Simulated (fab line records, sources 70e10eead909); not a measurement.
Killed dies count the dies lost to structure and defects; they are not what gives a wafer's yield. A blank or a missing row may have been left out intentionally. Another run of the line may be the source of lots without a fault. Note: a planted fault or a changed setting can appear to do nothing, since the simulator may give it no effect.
fab line records -- flow nand_harc
[record] lots = 6, wafers = 17, last_day = 25
route steps=1159 shown A_ONON_D1@428
lots that met no fault: taken from a fault-free run of the same line
start_h: start of the lot's first displayed wafer, in hours after the record's first day -- wait_h: hours since the lot's step before -- " repeats the value in the row above -- L1.1+2: several wafers, shown together as one row -- - no value, or no start was given -- * or withheld: withheld -- < > ~ a bound
route shown NAME@n: NAME is a module with steps in the file, n the number in the route of the first one -- usual: mean and standard deviation over wafers with no fault -- same: alike in all rows -- chamber/n: place in a boat -- sites: each site's reading -- _std_site: standard deviation of those values -- _edge_site: mean of outer sites minus mean of inner sites -- radius_mm: for every site, how far away it sits from the centre of the wafer -- mask NAME#n: copy n -- behind: the most recent tool/chamber to have shaped the wafer -- hold: why the lot was held/for how many hours/how that ended -- device: whichever transistor did not switch (one of n, p or np) -- end of line: tests of these same wafers at the route's end -- for a step that has no rows: nothing shown but its recipe -- killed: dies lost to structure and defects at the first sort, not the wafer's yield -- map: shows each die of a wafer: x if killed, . if not, _ if none is there
set.NAME: the run value of the setting; set.NAME@STEP: its run value at that earlier step -- model.NAME: the simulator's own value behind a step, which no gauge read
lots at selected steps of the route; one table per step, one row per wafer
services: when a tool's chamber went out of use (start_h, in hours from the record's first day, below 0 if earlier), for how many hours, and the reason
[[steps]]
[step NHARC_A_ONON_D1_DEP_06]
[recipe] target_thk_a = 10000, n2_flow_sccm = 2750, n2o_flow_sccm = 2000, nh3_flow_sccm = 500, sih4_flow_sccm = 210, temp_c = 400
[step NHARC_A_ONON_D1_THK_MEAS_08]
[recipe] thk_meas_gauge = ellipsometry
[usual] thk_nm = 1000/10
lot.wafer,tool,chamber,start_h,wait_h,thk_nm
L604.2,film_metro-01,-,191.00,-,981
L604.4,film_metro-01,-,191.00,-,980
L604.6,film_metro-01,-,191.00,-,981
L607.3,film_metro-02,-,202.97,-,1007
L607.6,film_metro-02,-,202.97,-,1007
L614.1,film_metro-02,-,265.50,-,992
L614.4,film_metro-02,-,265.50,-,994
L614.6,film_metro-02,-,265.50,-,994
L619.1,film_metro-02,-,273.59,-,988
L619.3,film_metro-02,-,273.59,-,989
L619.6,film_metro-02,-,273.59,-,988
L621.4,film_metro-01,-,278.25,-,1001
L621.5,film_metro-01,-,278.25,-,999
L621.6,film_metro-01,-,278.25,-,1000
L620.1,film_metro-02,-,278.27,-,1014
L620.2,film_metro-02,-,278.27,-,1012
L620.5,film_metro-02,-,278.27,-,1013
[step NHARC_A_ONON_D1_DEP_09]
[recipe] target_thk_a = 10000, n2_flow_sccm = 2750, n2o_flow_sccm = 2000, nh3_flow_sccm = 500, sih4_flow_sccm = 210, temp_c = 400
[step NHARC_A_ONON_D1_THK_MEAS_11]
[recipe] thk_meas_gauge = ellipsometry
[usual] thk_nm = 1001/10
lot.wafer,tool,chamber,start_h,wait_h,thk_nm
L604.2,film_metro-01,-,191.57,-,993
L604.4,film_metro-01,-,191.57,-,989
L604.6,film_metro-01,-,191.57,-,990
L607.3,film_metro-01,-,203.54,-,993
L607.6,film_metro-01,-,203.54,-,994
L614.1,film_metro-02,-,266.07,-,1009
L614.4,film_metro-02,-,266.07,-,1010
L614.6,film_metro-02,-,266.07,-,1008
L619.1,film_metro-01,-,274.50,-,1025
L619.3,film_metro-01,-,274.50,-,1025
L619.6,film_metro-01,-,274.50,-,1027
L621.4,film_metro-01,-,278.81,-,1001
L621.5,film_metro-01,-,278.81,-,999
L621.6,film_metro-01,-,278.81,-,1002
L620.1,film_metro-02,-,278.83,-,994
L620.2,film_metro-02,-,278.83,-,991
L620.5,film_metro-02,-,278.83,-,992
[step NHARC_A_ONON_D1_DEP_12]
[recipe] target_thk_a = 10000, n2_flow_sccm = 2750, n2o_flow_sccm = 2000, nh3_flow_sccm = 500, sih4_flow_sccm = 210, temp_c = 400
[step NHARC_A_ONON_D1_THK_MEAS_14]
[recipe] thk_meas_gauge = ellipsometry
[usual] thk_nm = 998/10
lot.wafer,tool,chamber,start_h,wait_h,thk_nm
L604.2,film_metro-02,-,192.13,-,987
L604.4,film_metro-02,-,192.13,-,988
L604.6,film_metro-02,-,192.13,-,989
L607.3,film_metro-01,-,204.10,-,996
L607.6,film_metro-01,-,204.10,-,997
L614.1,film_metro-01,-,266.64,-,1005
L614.4,film_metro-01,-,266.64,-,1006
L614.6,film_metro-01,-,266.64,-,1006
L619.1,film_metro-02,-,275.29,-,1000
L619.3,film_metro-02,-,275.29,-,1000
L619.6,film_metro-02,-,275.29,-,999
L621.4,film_metro-01,-,279.38,-,998
L621.5,film_metro-01,-,279.38,-,998
L621.6,film_metro-01,-,279.38,-,999
L620.1,film_metro-02,-,279.40,-,997
L620.2,film_metro-02,-,279.40,-,994
L620.5,film_metro-02,-,279.40,-,997
[step NHARC_A_ONON_D1_ANNEAL_15]
[recipe] temp_c = 750, time_s = 3600
[step NHARC_A_ONON_D1_DEP_16]
[recipe] target_thk_a = 10000, n2_flow_sccm = 2750, n2o_flow_sccm = 2000, nh3_flow_sccm = 500, sih4_flow_sccm = 210, temp_c = 400
[step NHARC_A_ONON_D1_THK_MEAS_18]
[recipe] thk_meas_gauge = ellipsometry
[usual] thk_nm = 1004/7
lot.wafer,tool,chamber,start_h,wait_h,thk_nm
L604.2,film_metro-01,-,199.28,-,994
L604.4,film_metro-01,-,199.28,-,992
L604.6,film_metro-01,-,199.28,-,993
L607.3,film_metro-02,-,212.40,-,1005
L607.6,film_metro-02,-,212.40,-,1005
L614.1,film_metro-02,-,274.56,-,1010
L614.4,film_metro-02,-,274.56,-,1012
L614.6,film_metro-02,-,274.56,-,1013
L619.1,film_metro-01,-,282.11,-,1013
L619.3,film_metro-01,-,282.11,-,1010
L619.6,film_metro-01,-,282.11,-,1011
L621.4,film_metro-01,-,286.49,-,1006
L621.5,film_metro-01,-,286.49,-,1007
L621.6,film_metro-01,-,286.49,-,1007
L620.1,film_metro-02,-,286.49,-,999
L620.2,film_metro-02,-,286.49,-,1000
L620.5,film_metro-02,-,286.49,-,1000
[step NHARC_A_ONON_D1_DEP_19]
[recipe] target_thk_a = 10000, n2_flow_sccm = 2750, n2o_flow_sccm = 2000, nh3_flow_sccm = 500, sih4_flow_sccm = 210, temp_c = 400
[step NHARC_A_ONON_D1_THK_MEAS_21]
[recipe] thk_meas_gauge = ellipsometry
[usual] thk_nm = 999/13
lot.wafer,tool,chamber,start_h,wait_h,thk_nm
L604.2,film_metro-01,-,199.84,-,971
L604.4,film_metro-01,-,199.84,-,973
L604.6,film_metro-01,-,199.84,-,973
L607.3,film_metro-01,-,212.97,-,1000
L607.6,film_metro-01,-,212.97,-,1002
L614.1,film_metro-01,-,275.42,-,992
L614.4,film_metro-01,-,275.42,-,993
L614.6,film_metro-01,-,275.42,-,996
L619.1,film_metro-02,-,282.78,-,1014
L619.3,film_metro-02,-,282.78,-,1013
L619.6,film_metro-02,-,282.78,-,1013
L621.4,film_metro-01,-,287.06,-,992
L621.5,film_metro-01,-,287.06,-,991
L621.6,film_metro-01,-,287.06,-,992
L620.1,film_metro-01,-,287.06,-,986
L620.2,film_metro-01,-,287.06,-,985
L620.5,film_metro-01,-,287.06,-,985
[step NHARC_A_ONON_D1_DEP_22]
[recipe] target_thk_a = 10000, n2_flow_sccm = 2750, n2o_flow_sccm = 2000, nh3_flow_sccm = 500, sih4_flow_sccm = 210, temp_c = 400
[usual] nh3_flow_sccm = 500.0/1.6
lot.wafer,tool,chamber,start_h,wait_h,nh3_flow_sccm
L604.2,pecvd_onon-02,0,199.96,0.1,501.3
L604.4,pecvd_onon-02,0,199.96,0.1,498.2
L604.6,pecvd_onon-02,0,199.96,0.1,499.3
L607.3,pecvd_onon-02,0,213.14,0.2,503.7
L607.6,pecvd_onon-02,0,213.14,0.2,504.5
L614.1,pecvd_onon-01,0,275.47,0.1,498.7
L614.4,pecvd_onon-01,0,275.47,0.1,500.2
L614.6,pecvd_onon-01,0,275.47,0.1,499.3
L619.1,pecvd_onon-01,0,282.85,0.1,498.0
L619.3,pecvd_onon-01,0,282.85,0.1,500.0
L619.6,pecvd_onon-01,0,282.85,0.1,498.8
L620.1,pecvd_onon-02,0,287.12,0.1,500.1
L620.2,pecvd_onon-02,0,287.12,0.1,498.9
L620.5,pecvd_onon-02,0,287.12,0.1,497.6
L621.4,pecvd_onon-01,0,287.29,0.2,496.7
L621.5,pecvd_onon-01,0,287.29,0.2,498.1
L621.6,pecvd_onon-01,0,287.29,0.2,499.2
[step NHARC_A_ONON_D1_THK_MEAS_24]
[recipe] thk_meas_gauge = ellipsometry
[usual] thk_nm = 1000/10
lot.wafer,tool,chamber,start_h,wait_h,thk_nm
L604.2,film_metro-01,-,200.42,-,995
L604.4,film_metro-01,-,200.42,-,998
L604.6,film_metro-01,-,200.42,-,1032
L607.3,film_metro-02,-,213.54,-,1040
L607.6,film_metro-02,-,213.54,-,1040
L614.1,film_metro-01,-,275.98,-,1009
L614.4,film_metro-01,-,275.98,-,1007
L614.6,film_metro-01,-,275.98,-,1007
L619.1,film_metro-02,-,283.36,-,1000
L619.3,film_metro-02,-,283.36,-,999
L619.6,film_metro-02,-,283.36,-,1000
L620.1,film_metro-02,-,287.63,-,1003
L620.2,film_metro-02,-,287.63,-,999
L620.5,film_metro-02,-,287.63,-,1002
L621.4,film_metro-01,-,287.63,-,998
L621.5,film_metro-01,-,287.63,-,997
L621.6,film_metro-01,-,287.63,-,1000
[step NHARC_A_ONON_D1_DEP_25]
[recipe] target_thk_a = 10000, n2_flow_sccm = 2750, n2o_flow_sccm = 2000, nh3_flow_sccm = 500, sih4_flow_sccm = 210, temp_c = 400
[[services]]
tool,chamber,start_h,hours,kind
pecvd_onon-01,-,195.00,13.0,pm
[[key]]
[first_sign] step = NHARC_A_ONON_D1_THK_MEAS_24, reading = thk_nm, direction = up, sigmas = 3.6, usual = 1000, struck = 1037
effect none on later readings
met_at NHARC_A_ONON_D1_DEP_22
struck_wafers L604.6,L607.3,L607.6
tester_left_out L604,L607
[fault] kind = process_parameter_drift, tool = pecvd_onon-02, chamber = -, onset_h = 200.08, steps = NHARC_A_ONON_D1_DEP_22, channel = target_thk_a, offset = *, shape = step, end_h = 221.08, scope = struck_wafers_only, acts_in = *, stated = *
// tester_left_out: of these lots the tester's yield and bins aren't shown, on N5 and GAA mostly nor the transistor test; their killed dies are dies lost to structure and defects alone, not to doping, threshold or leakage, so they don't give the yield
